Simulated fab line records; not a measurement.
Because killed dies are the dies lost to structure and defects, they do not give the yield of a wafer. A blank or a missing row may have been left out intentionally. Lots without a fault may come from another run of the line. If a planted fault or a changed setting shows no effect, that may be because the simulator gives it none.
fab line records	flow n5-finfet
[record] lots = 6	wafers = 16	last-day = 17
route steps=1938 shown BEOL_M15@1826 PASS1_DEP@1831 MIM_BOT@1832 MIM_TOP@1834 MIM_TOP_LITHO@1839
lots that met no fault: taken from a fault-free run of the same line
start-h: hours from the record's first day to the start of the lot's first wafer shown	wait-h: time in hours since the lot's previous step	" the same as in the row above	L1.1+2: several wafers, shown together as one row	- value missing, or start not given	* or withheld: withheld	< > ~ a bound
route shown NAME@n: a module of which the file shows steps, and the number in the route of the first	usual: mean and standard deviation over wafers with no fault	same: alike in all rows	chamber/n: place in a boat	sites: the reading at each site	_std_site: the standard deviation of these	_edge_site: mean of outer sites minus mean of inner sites	radius-mm: how far each site lies from the wafer's centre	mask NAME#n: copy n	behind: the most recent tool/chamber to have shaped the wafer	hold: reason for holding the lot/hours on hold/outcome of the hold	device: transistor that didn't switch, given as n, p or np	end of line: tests run on the same wafers once the route is complete	a step given without rows: its recipe and nothing more	killed: the dies lost at the first sort to structure and to defects; this is not the yield of the wafer	map: per-die view of a wafer (x killed, . not killed, _ where there is no die)
set.NAME: the run value of the setting; set.NAME@STEP: its run value at that earlier step	model.NAME: the simulator's own value behind a step, which no gauge read
lots seen at some steps along the route; tables by step, rows by wafer
services: when a tool's chamber went out of use (start-h, in hours from the record's first day, below 0 if earlier), for how many hours, and the reason
[[steps]]
[step N5_BEOL_M15_PRE_CLEAN_52]
[recipe] gas = NH3	time-s = 15	temp-c = withheld	rf-power-w = 300
[step N5_BEOL_M15_DEP_53]
[recipe] material = SiCN	target-thk-a = 500	temp-c = withheld	precursor = 3MS/NH3	pressure-torr = 3	rf-w = 675	time-s = 17.8
[step N5_BEOL_M15_RS_MEAS_54]
[recipe] thk-meas-gauge = four-point-probe	reads = Cu_of_BEOL_M15_ECD_47+Ta_of_BEOL_M15_SPUTTER_44+TaN_of_BEOL_M15_SPUTTER_43
[usual] M15_RS = 0.0216/0.00047
lot.wafer	tool	chamber	start-h	wait-h	M15_RS[ohm/sq]
L623.1	film-metro-02	-	271.34	0.0	0.0213
L623.4	"	-	"	"	0.0216
L623.5	"	-	"	"	0.0213
L625.1	film-metro-01	-	284.13	0.0	0.0219
L625.4	"	-	"	"	0.0223
L625.6	"	-	"	"	0.0221
L627.1	film-metro-02	-	292.41	0.0	0.0210
L627.5	"	-	"	"	0.0211
L628.4	film-metro-02	-	311.67	0.0	0.0220
L628.5	"	-	"	"	0.0210
L641.3	film-metro-01	-	376.99	0.1	0.0215
L641.4	"	-	"	"	0.0214
L641.5	"	-	"	"	0.0215
L645.1	film-metro-01	-	394.75	0.0	0.0217
L645.4	"	-	"	"	0.0223
L645.6	"	-	"	"	0.0221
[step N5_BEOL_M15_INSPECT_55]
[recipe] inspect-instrument = darkfield	mode = post-dep
[usual] raw-defect-count = 73/24
lot.wafer	tool	chamber	start-h	wait-h	raw-defect-count
L623.1	defect-inspect-02	-	271.37	0.0	56
L623.4	"	-	"	"	76
L623.5	"	-	"	"	50
L625.1	defect-inspect-02	-	284.15	0.0	64
L625.4	"	-	"	"	68
L625.6	"	-	"	"	68
L627.1	defect-inspect-01	-	292.44	0.0	89
L627.5	"	-	"	"	54
L628.4	defect-inspect-01	-	311.70	0.0	145
L628.5	"	-	"	"	87
L641.3	defect-inspect-01	-	377.02	0.0	45
L641.4	"	-	"	"	63
L641.5	"	-	"	"	43
L645.1	defect-inspect-02	-	394.78	0.0	98
L645.4	"	-	"	"	123
L645.6	"	-	"	"	104
[step N5_BEOL_M15_RC_MEAS_101]
[usual] COMB_M10 = 1.5e-11/3.9e-12	COMB_M11 = 1.4e-11/3.3e-12	COMB_M12 = 5.9e-12/1.4e-12	COMB_M13 = 4.6e-12/1.1e-12	COMB_M14 = 3.4e-12/8.9e-13	COMB_M14_max_site = 5e-12/1.3e-12	COMB_M15 = 2.1e-12/7.4e-13	COMB_M5 = 3.6e-11/6.7e-12	COMB_M6 = 2.5e-11/5.9e-12	COMB_M7 = 2.5e-11/4.5e-12	COMB_M8 = 2.5e-11/4.7e-12	COMB_M9 = 1.4e-11/3.3e-12	SERP_M10 = 3.04/0.084	SERP_M11 = 3.07/0.085	SERP_M11_max_site = 3.17/0.093	SERP_M12 = 0.633/0.016	SERP_M13 = 0.309/0.0058	SERP_M14 = 0.159/0.0042	SERP_M5 = 39.2/2	SERP_M6 = 13.7/0.54	SERP_M7 = 13.9/0.51	SERP_M8 = 13.5/0.49	SERP_M9 = 3.09/0.087
lot.wafer	tool	chamber	start-h	wait-h	COMB_M10[S/m]	COMB_M11[S/m]	COMB_M12[S/m]	COMB_M13[S/m]	COMB_M14[S/m]	COMB_M14_max_site[S/m]	COMB_M15[S/m]	COMB_M5[S/m]	COMB_M6[S/m]	COMB_M7[S/m]	COMB_M8[S/m]	COMB_M9[S/m]	SERP_M10[ohm/um]	SERP_M11[ohm/um]	SERP_M11_max_site[ohm/um]	SERP_M12[ohm/um]	SERP_M13[ohm/um]	SERP_M14[ohm/um]	SERP_M5[ohm/um]	SERP_M6[ohm/um]	SERP_M7[ohm/um]	SERP_M8[ohm/um]	SERP_M9[ohm/um]
L623.1	prober-01	0	271.39	0.0	1.2e-11	1.1e-11	4.9e-12	4.4e-12	2.1e-12	3.3e-12	1.9e-12	3.6e-11	2.3e-11	2.7e-11	2e-11	1.5e-11	3.00	3.08	3.23	0.611	0.310	0.163	36.7	14.3	13.7	13.5	3.08
L623.4	"	0	"	"	1.6e-11	1.3e-11	7.4e-12	4.8e-12	2.7e-12	4.5e-12	1.5e-12	3.9e-11	1.4e-11	3e-11	1.7e-11	1.7e-11	3.05	3.17	3.20	0.605	0.320	0.157	39.5	13.9	14.2	13.5	3.10
L623.5	"	0	"	"	1.7e-11	1.2e-11	7.7e-12	3e-12	4.6e-12	8e-12	1.5e-12	4.1e-11	2e-11	2.4e-11	2.3e-11	1.6e-11	3.05	3.06	3.17	0.637	0.318	0.155	39.4	13.4	14.0	14.3	3.22
L625.1	prober-01	0	284.18	0.0	1.5e-11	1.2e-11	4.4e-12	4.9e-12	3.7e-12	7.3e-12	9e-13	5.3e-11	2e-11	2.4e-11	2.5e-11	9e-12	3.11	2.98	3.08	0.620	0.301	0.163	41.3	13.4	14.4	15.0	3.08
L625.4	"	0	"	"	1e-11	9e-12	5.9e-12	4.1e-12	2.1e-12	3.2e-12	2.2e-12	4e-11	2.1e-11	2.5e-11	2.2e-11	1.4e-11	3.09	3.09	3.15	0.640	0.306	0.158	41.2	13.8	14.6	13.3	3.15
L625.6	"	0	"	"	1.6e-11	9e-12	4.2e-12	4.9e-12	2.7e-12	3.5e-12	1.7e-12	3.4e-11	1.9e-11	1.7e-11	2.5e-11	1.4e-11	3.05	2.98	3.08	0.644	0.304	0.160	42.1	13.5	14.4	13.0	2.95
L627.1	prober-02	0	292.46	0.0	1.5e-11	1.2e-11	6.4e-12	4.6e-12	4.6e-12	6.9e-12	2.4e-12	3e-11	3.8e-11	2.6e-11	3e-11	1.5e-11	3.01	3.15	3.24	0.632	0.309	0.154	37.1	13.9	14.2	13.1	3.14
L627.5	"	0	"	"	1.9e-11	1e-11	6.6e-12	4.4e-12	4.6e-12	6.8e-12	2.1e-12	3e-11	2.4e-11	2.9e-11	2.3e-11	1.8e-11	3.07	3.14	3.26	0.596	0.314	0.157	37.6	13.8	14.4	13.9	2.93
L628.4	prober-02	0	312.19	0.5	1.6e-11	1.1e-11	6.8e-12	6.4e-12	4.3e-12	6.8e-12	2e-12	4.4e-11	2.1e-11	3.1e-11	3.1e-11	1.4e-11	3.25	3.03	3.19	0.628	0.312	0.158	38.7	14.2	13.9	13.0	2.97
L628.5	"	0	"	"	1.4e-11	1.6e-11	4.6e-12	6.3e-12	3.9e-12	5.3e-12	3.1e-12	4.3e-11	2.7e-11	3.3e-11	2.6e-11	1.7e-11	3.08	3.10	3.25	0.630	0.311	0.166	37.8	13.0	13.4	13.0	3.04
L641.3	prober-01	0	377.35	0.3	1.1e-11	1.3e-11	6.5e-12	4e-12	4.2e-12	5.5e-12	1e-12	3.1e-11	2.4e-11	2.9e-11	2.6e-11	1.6e-11	2.99	3.01	3.06	0.631	0.320	0.155	40.3	13.2	13.4	12.9	3.24
L641.4	"	0	"	"	1.5e-11	2.1e-11	5.3e-12	4.7e-12	2.9e-12	5.3e-12	2e-12	4.9e-11	2.8e-11	2.4e-11	2.1e-11	1.2e-11	2.96	3.02	3.04	0.622	0.307	0.153	39.3	14.0	13.9	12.7	2.88
L641.5	"	0	"	"	9e-12	1.5e-11	5.8e-12	3.5e-12	3.4e-12	5.1e-12	1.2e-12	2.5e-11	1.9e-11	2.3e-11	1.9e-11	1e-11	2.94	3.00	3.10	0.617	0.311	0.157	40.4	13.7	14.1	13.0	3.23
L645.1	prober-02	0	394.80	0.0	1.8e-11	1.7e-11	9.4e-12	5.9e-12	3.1e-12	6e-12	2.3e-12	3.7e-11	2.2e-11	2.1e-11	3.2e-11	1.6e-11	3.04	3.07	3.12	0.634	0.320	0.154	42.3	13.3	12.7	14.0	3.07
L645.4	"	0	"	"	1.6e-11	1.9e-11	6.6e-12	5.7e-12	3.1e-12	3.2e-12	3.4e-12	3e-11	2.8e-11	2.7e-11	2.8e-11	1.7e-11	2.93	3.12	3.17	0.633	0.307	0.154	39.1	14.1	13.5	13.8	3.05
L645.6	"	0	"	"	1.1e-11	1.6e-11	7.5e-12	3.5e-12	3.8e-12	5.1e-12	4.2e-12	2.9e-11	2e-11	2.7e-11	2.1e-11	1.9e-11	3.03	3.07	3.17	0.636	0.305	0.162	37.9	14.5	13.6	13.9	3.14
[step N5_PASSIVATION_PECVD_00]
[recipe] material = SiO2	target-thk-a = 2000	temp-c = 400	precursor = SiH4/N2O	pressure-torr = 2.7	rf-w = 608	time-s = 11.2
[step N5_MIM_BOT_DEGAS_01]
[recipe] ambient = vacuum	temp-c = 300	time-s = 60
[usual] heater-power-w = 475/50
lot.wafer	tool	chamber	start-h	wait-h	heater-power-w
L623.1	pvd-sputter-01	-	274.06	1.7	498
L623.4	"	-	"	"	529
L623.5	"	-	"	"	384
L625.1	pvd-sputter-02	-	286.61	1.4	509
L625.4	"	-	"	"	375
L625.6	"	-	"	"	432
L627.1	pvd-sputter-02	-	294.09	0.6	436
L627.5	"	-	"	"	370
L628.4	pvd-sputter-03	-	313.23	0.5	470
L628.5	"	-	"	"	469
L641.3	pvd-sputter-01	-	379.21	1.2	531
L641.4	"	-	"	"	386
L641.5	"	-	"	"	538
L645.1	pvd-sputter-02	-	397.08	1.3	360
L645.4	"	-	"	"	509
L645.6	"	-	"	"	516
[step N5_MIM_BOT_SPUTTER_00]
[recipe] material = TiN	target-thk-a = 350	temp-c = 200	power-w = 3000	chamber-pressure-pa = 0.49996	gas = Ar	reactive-partial-pa = 0.37997	time-s = 89.7
[usual] throttle-valve-pct = 29.9/1.2
lot.wafer	tool	chamber	start-h	wait-h	throttle-valve-pct
L623.1	pvd-sputter-01	-	274.10	0.0	27.9
L623.4	"	-	"	"	31.5
L623.5	"	-	"	"	29.9
L625.1	pvd-sputter-02	-	286.65	0.0	31.2
L625.4	"	-	"	"	28.5
L625.6	"	-	"	"	29.7
L627.1	pvd-sputter-02	-	294.13	0.0	31.2
L627.5	"	-	"	"	28.4
L628.4	pvd-sputter-03	-	313.27	0.0	31.2
L628.5	"	-	"	"	31.0
L641.3	pvd-sputter-01	-	379.25	0.0	31.2
L641.4	"	-	"	"	29.8
L641.5	"	-	"	"	30.5
L645.1	pvd-sputter-02	-	397.12	0.0	28.3
L645.4	"	-	"	"	31.1
L645.6	"	-	"	"	30.7
[step N5_MIM_TOP_ALD_00]
[recipe] material = Al2O3	target-thk-a = *	temp-c = withheld	ald-precursor-family = TMA	ald-co-reactant = O3	pulse-time-s = withheld	purge-time-s = 3	co-reactant-purge-time-s = withheld	co-reactant-pulse-time-s = 3	ald-cycles = withheld
[usual] precursor-pulse-height-rel = 0.998/0.02
lot.wafer	tool	chamber	start-h	wait-h	precursor-pulse-height-rel
L623.1	ald-hk-02	2	274.20	0.1	1.012
L623.4	"	3	"	"	0.970
L623.5	"	1	"	"	1.016
L625.1	ald-hk-02	2	286.75	0.1	1.013
L625.4	"	3	"	"	0.997
L625.6	"	1	"	"	1.005
L627.1	ald-hk-01	0	294.23	0.1	1.012
L627.5	"	2	"	"	1.047
L628.4	ald-hk-03	0	313.37	0.1	1.022
L628.5	"	3	"	"	1.005
L641.3	ald-hk-02	0	379.35	0.1	1.023
L641.4	"	3	"	"	0.960
L641.5	"	0	"	"	0.988
L645.1	ald-hk-02	1	397.22	0.1	0.991
L645.4	"	0	"	"	0.999
L645.6	"	3	"	"	0.977
[step N5_MIM_TOP_ALD_01]
[recipe] material = HfO2	target-thk-a = 56	temp-c = withheld	ald-precursor-family = Hf-amide	ald-co-reactant = O3	pulse-time-s = 1	purge-time-s = 3	co-reactant-purge-time-s = 2	co-reactant-pulse-time-s = 3	ald-cycles = 62
[usual] precursor-pulse-height-rel = 1.000/0.019
lot.wafer	tool	chamber	start-h	wait-h	precursor-pulse-height-rel
L623.1	ald-hk-02	2	-	-	1.000
L623.4	"	3	"	"	1.019
L623.5	"	1	"	"	0.971
L625.1	ald-hk-02	2	-	-	0.984
L625.4	"	3	"	"	0.994
L625.6	"	1	"	"	0.984
L627.1	ald-hk-01	0	-	-	0.963
L627.5	"	2	"	"	0.997
L628.4	ald-hk-03	0	-	-	1.005
L628.5	"	3	"	"	0.975
L641.3	ald-hk-02	0	-	-	1.038
L641.4	"	3	"	"	1.014
L641.5	"	0	"	"	0.993
L645.1	ald-hk-02	1	-	-	0.976
L645.4	"	0	"	"	0.988
L645.6	"	3	"	"	1.009
[step N5_MIM_TOP_ALD_02]
[recipe] material = Al2O3	target-thk-a = *	temp-c = withheld	ald-precursor-family = TMA	ald-co-reactant = O3	pulse-time-s = withheld	purge-time-s = 3	co-reactant-purge-time-s = withheld	co-reactant-pulse-time-s = 3	ald-cycles = withheld
[step N5_MIM_TOP_DEGAS_04]
[recipe] ambient = vacuum	temp-c = 300	time-s = 60
[usual] heater-power-w = 476/54
lot.wafer	tool	chamber	start-h	wait-h	heater-power-w
L623.1	pvd-sputter-01	-	274.98	-	531
L623.4	"	-	"	"	535
L623.5	"	-	"	"	498
L625.1	pvd-sputter-02	-	287.47	-	366
L625.4	"	-	"	"	522
L625.6	"	-	"	"	497
L627.1	pvd-sputter-01	-	294.81	-	546
L627.5	"	-	"	"	399
L628.4	pvd-sputter-01	-	314.54	-	535
L628.5	"	-	"	"	532
L641.3	pvd-sputter-01	-	382.69	-	393
L641.4	"	-	"	"	526
L641.5	"	-	"	"	546
L645.1	pvd-sputter-03	-	397.89	-	472
L645.4	"	-	"	"	490
L645.6	"	-	"	"	490
[step N5_MIM_TOP_SPUTTER_03]
[recipe] material = TiN	target-thk-a = 350	temp-c = 200	power-w = 3000	chamber-pressure-pa = 0.49996	gas = Ar	reactive-partial-pa = 0.37997	time-s = 89.7
[usual] throttle-valve-pct = 30.0/1.2
lot.wafer	tool	chamber	start-h	wait-h	throttle-valve-pct	model.TiN_of_MIM_TOP_SPUTTER_03.thk-nm
L623.1	pvd-sputter-01	-	275.02	0.0	31.5	35.4
L623.4	"	-	"	"	30.8	35
L623.5	"	-	"	"	28.0	35
L625.1	pvd-sputter-02	-	287.51	0.0	28.5	34.2
L625.4	"	-	"	"	31.1	35
L625.6	"	-	"	"	31.3	35.2
L627.1	pvd-sputter-01	-	294.85	0.0	31.0	26.2
L627.5	"	-	"	"	30.2	26.4
L628.4	pvd-sputter-01	-	314.58	0.0	31.3	35.2
L628.5	"	-	"	"	31.7	26.2
L641.3	pvd-sputter-01	-	382.73	0.0	30.2	35.4
L641.4	"	-	"	"	30.4	35.2
L641.5	"	-	"	"	30.4	34.8
L645.1	pvd-sputter-03	-	397.93	0.0	31.2	35.4
L645.4	"	-	"	"	28.3	35
L645.6	"	-	"	"	30.7	35.6
[step N5_MIM_TOP_LITHO_HMDS_01]
[recipe] time-s = 60	temp-c = 120
[[services]]
tool	chamber	start-h	hours	kind
pvd-sputter-03	-	254.06	7.5	repair
ald-hk-02	-	300.51	8.7	pm
ald-hk-03	-	324.71	0.8	repair
ald-hk-01	-	336.89	8.7	pm
pvd-sputter-01	-	351.60	5.5	repair
ald-hk-03	-	370.86	8.7	pm
ald-hk-02	-	391.50	2.8	pm
[[key]]
first-sign none at tools or gauges
[model-effect] step = N5_MIM_TOP_SPUTTER_03	value = TiN_of_MIM_TOP_SPUTTER_03.thk-nm	without = 35.47	struck = 26.27
met-at N5_MIM_TOP_SPUTTER_03
struck-wafers L627.1,L627.5,L628.5
onset-between 275.02 294.85
[fault] kind = process-parameter-drift	tool = pvd-sputter-01	chamber = -	onset-h = 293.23	steps = N5_MIM_TOP_SPUTTER_03	channel = time-s	offset = *	shape = step	end-h = 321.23	scope = struck-wafers-only	acts-in = *	stated = *
